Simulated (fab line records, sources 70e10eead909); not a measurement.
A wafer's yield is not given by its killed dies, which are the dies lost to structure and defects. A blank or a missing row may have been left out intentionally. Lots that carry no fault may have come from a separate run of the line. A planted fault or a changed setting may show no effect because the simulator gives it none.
Which of the tools did it? + flow nand-harc + 39 wafers from 13 lots sampled at 5 of the route's 1302 steps

## WHAT THE GAUGES SHOWED, per wafer
NHARC_THIN_TSV_CD_MEAS_16.
| lot  | measured     | on        | cd-nm (nm)           |
|------|--------------|-----------|----------------------|
| L434 | day 24 12:24 | cd-sem-02 | 999.9 998.0 999.8    |
| L435 | day 24 11:17 | cd-sem-01 | 1001.4 1002.0 998.6  |
| L437 | day 25 00:25 | cd-sem-01 | 997.5 1000.0 1002.2  |
| L438 | day 26 09:37 | cd-sem-03 | 996.9 997.4 999.3    |
| L439 | day 26 18:40 | cd-sem-03 | 998.1 997.0 995.3    |
| L441 | day 26 19:52 | cd-sem-02 | 1003.5 1001.0 1001.1 |
| L445 | day 28 08:40 | cd-sem-01 | 1000.5 1001.6 1003.2 |
| L447 | day 29 12:25 | cd-sem-01 | 998.9 997.5 998.7    |
| L448 | day 30 07:28 | cd-sem-01 | 1000.7 998.9 1001.6  |
| L452 | day 32 03:39 | cd-sem-03 | 998.2 1001.0 998.9   |
| L451 | day 32 04:51 | cd-sem-02 | 997.5 999.0 999.8    |
| L457 | day 33 00:01 | cd-sem-03 | 997.9 997.9 1000.1   |
| L456 | day 33 04:18 | cd-sem-03 | 1000.5 1000.4 998.7  |

NHARC_THIN_TSV_CD_MEAS_33: target cd 5000 nm.
| lot  | measured     | on        | cd-nm (nm)           |
|------|--------------|-----------|----------------------|
| L434 | day 24 17:25 | cd-sem-02 | 4999.4 5000.4 4998.4 |
| L435 | day 24 16:13 | cd-sem-03 | 5004.3 4998.2 5001.8 |
| L437 | day 25 05:21 | cd-sem-01 | 4997.3 4998.1 4998.4 |
| L438 | day 26 14:26 | cd-sem-01 | 4999.3 4998.4 4997.8 |
| L439 | day 26 23:56 | cd-sem-01 | 5000.7 4998.6 4999.1 |
| L441 | day 27 01:08 | cd-sem-01 | 4997.1 4996.8 4998.7 |
| L445 | day 28 13:37 | cd-sem-03 | 5002.4 5003.9 5001.7 |
| L447 | day 29 17:24 | cd-sem-02 | 4998.8 4996.6 4999.0 |
| L448 | day 30 12:29 | cd-sem-03 | 5001.6 5000.8 5001.1 |
| L452 | day 32 08:34 | cd-sem-02 | 5000.0 4997.8 5001.2 |
| L451 | day 32 09:48 | cd-sem-02 | 5000.7 5000.5 5003.9 |
| L457 | day 33 04:59 | cd-sem-03 | 5000.6 5003.2 5003.1 |
| L456 | day 33 09:19 | cd-sem-01 | 5000.2 4999.7 4996.9 |

NHARC_END_SORT_01.
| lot  | measured     | on        | killed-at-array | killed-at-other | killed-at-periphery | killed-dies | killed-open | killed-short |
|------|--------------|-----------|-----------------|-----------------|---------------------|-------------|-------------|--------------|
| L441 | day 27 08:58 | prober-01 | 150 139 100     | 2 0 0           | 1 1 3               | 153 140 103 | 2 4 6       | 1 2 3        |

## WHAT TOOL EACH LOT RAN ON (gives the tool, then ch and the chambers of the sampled wafers, and finally the start)
| lot  | NHARC_A_CONTACT_DEP_85          | NHARC_A_BONDPAD_CMP_19        |
|------|---------------------------------|-------------------------------|
| L434 | pecvd-02 ch 0,2, day 22 22:59   | cmp-04 ch 0,1, day 23 21:26   |
| L435 | pecvd-03 ch 0,2, day 22 23:02   | cmp-01 ch 0,3, day 23 22:14   |
| L437 | pecvd-03 ch 1,2, day 23 11:48   | cmp-02 ch 0,2,3, day 24 09:49 |
| L438 | pecvd-03 ch 1,2, day 24 21:48   | cmp-01 ch 1,3, day 25 19:53   |
| L439 | pecvd-02 ch 0,2, day 25 05:04   | cmp-02 ch 1,2, day 26 03:38   |
| L441 | pecvd-03 ch 0,1,2, day 25 09:07 | cmp-04 ch 0,1,2, day 26 07:47 |
| L445 | pecvd-01 ch 0,1, day 26 18:26   | cmp-04 ch 0,1, day 27 17:49   |
| L447 | pecvd-02 ch 0,1,2, day 27 06:23 | cmp-04 ch 0,1, day 28 05:11   |
| L448 | pecvd-02 ch 0,1,2, day 28 15:06 | cmp-01 ch 1,2,3, day 29 13:45 |
| L452 | pecvd-01 ch 0,1, day 30 08:12   | cmp-04 ch 2,3, day 31 07:06   |
| L451 | pecvd-01 ch 0,1, day 30 11:59   | cmp-04 ch 0,2,3, day 31 09:50 |
| L457 | pecvd-01 ch 0,2, day 31 12:08   | cmp-01 ch 0,1,2, day 32 10:17 |
| L456 | pecvd-02 ch 0,1, day 31 15:42   | cmp-01 ch 0,2,3, day 32 13:50 |
- NHARC_A_CONTACT_DEP_85: deposits SiON, target thk 60 nm.
- NHARC_A_BONDPAD_CMP_19: polishes, t overpolish 30 s, cu recess touch 16 s, target thk 169.82 nm.

## AS READ BY THE TOOLS THEMSELVES (means over the sampled wafers that have a number; for cases with no such wafer, the mark the record gives instead)
NHARC_A_CONTACT_DEP_85.
| lot  | tool     | chamber-pressure-Torr (Torr) | heater-power-w (W) |
|------|----------|------------------------------|--------------------|
| L434 | pecvd-02 | 3.506                        | 640                |
| L435 | pecvd-03 | 3.492                        | 787                |
| L437 | pecvd-03 | 3.503                        | 625                |
| L438 | pecvd-03 | 3.489                        | 772                |
| L439 | pecvd-02 | 3.501                        | 734                |
| L441 | pecvd-03 | 3.499                        | 780                |
| L445 | pecvd-01 | 3.503                        | 784                |
| L447 | pecvd-02 | 3.507                        | 835                |
| L448 | pecvd-02 | 3.504                        | 785                |
| L452 | pecvd-01 | 3.498                        | 765                |
| L451 | pecvd-01 | 3.500                        | 780                |
| L457 | pecvd-01 | 3.499                        | 763                |
| L456 | pecvd-02 | 3.501                        | 888                |

NHARC_A_BONDPAD_CMP_19.
| lot  | tool   | motor-current-A (A) | overpolish-run-s (s) |
|------|--------|---------------------|----------------------|
| L434 | cmp-04 | 11.2                | 30.005               |
| L435 | cmp-01 | 12.2                | 29.997               |
| L437 | cmp-02 | 12.7                | 30.001               |
| L438 | cmp-01 | 13.0                | 30.002               |
| L439 | cmp-02 | 13.2                | 30.010               |
| L441 | cmp-04 | 12.2                | 29.998               |
| L445 | cmp-04 | 11.7                | 30.001               |
| L447 | cmp-04 | 10.8                | 30.007               |
| L448 | cmp-01 | 12.9                | 30.004               |
| L452 | cmp-04 | 13.7                | 30.000               |
| L451 | cmp-04 | 12.1                | 29.987               |
| L457 | cmp-01 | 12.5                | 30.006               |
| L456 | cmp-01 | 12.7                | 30.009               |

## THE ANSWER, worked out from the rows above alone
Rule: the usual values come from the lots themselves. Put in order of their means at a reading, lots are off if they are a third of the lots or fewer, leave a main group of 4 or more, and stand apart from it by a gap of 3 or more times the standard deviation of the main group's means; of several such gaps the widest counts. The tables above print the reading to a certain number of digits; a main group whose means all agree to those digits is not used. A lot without any number at a reading at which 4 lots or more have one is off too. The other lots that the step has rows for count as sound. The gauges are gone through in route order, then the tools' own readings, and for those a lot's mean is taken as printed above. At the first step where some lot is off, the reading lying furthest off is the one used; lots without a number count as furthest.
Across all readings shown, no lot is off: no conclusion can be drawn from this.

## WHAT THE SIMULATOR PUT IN
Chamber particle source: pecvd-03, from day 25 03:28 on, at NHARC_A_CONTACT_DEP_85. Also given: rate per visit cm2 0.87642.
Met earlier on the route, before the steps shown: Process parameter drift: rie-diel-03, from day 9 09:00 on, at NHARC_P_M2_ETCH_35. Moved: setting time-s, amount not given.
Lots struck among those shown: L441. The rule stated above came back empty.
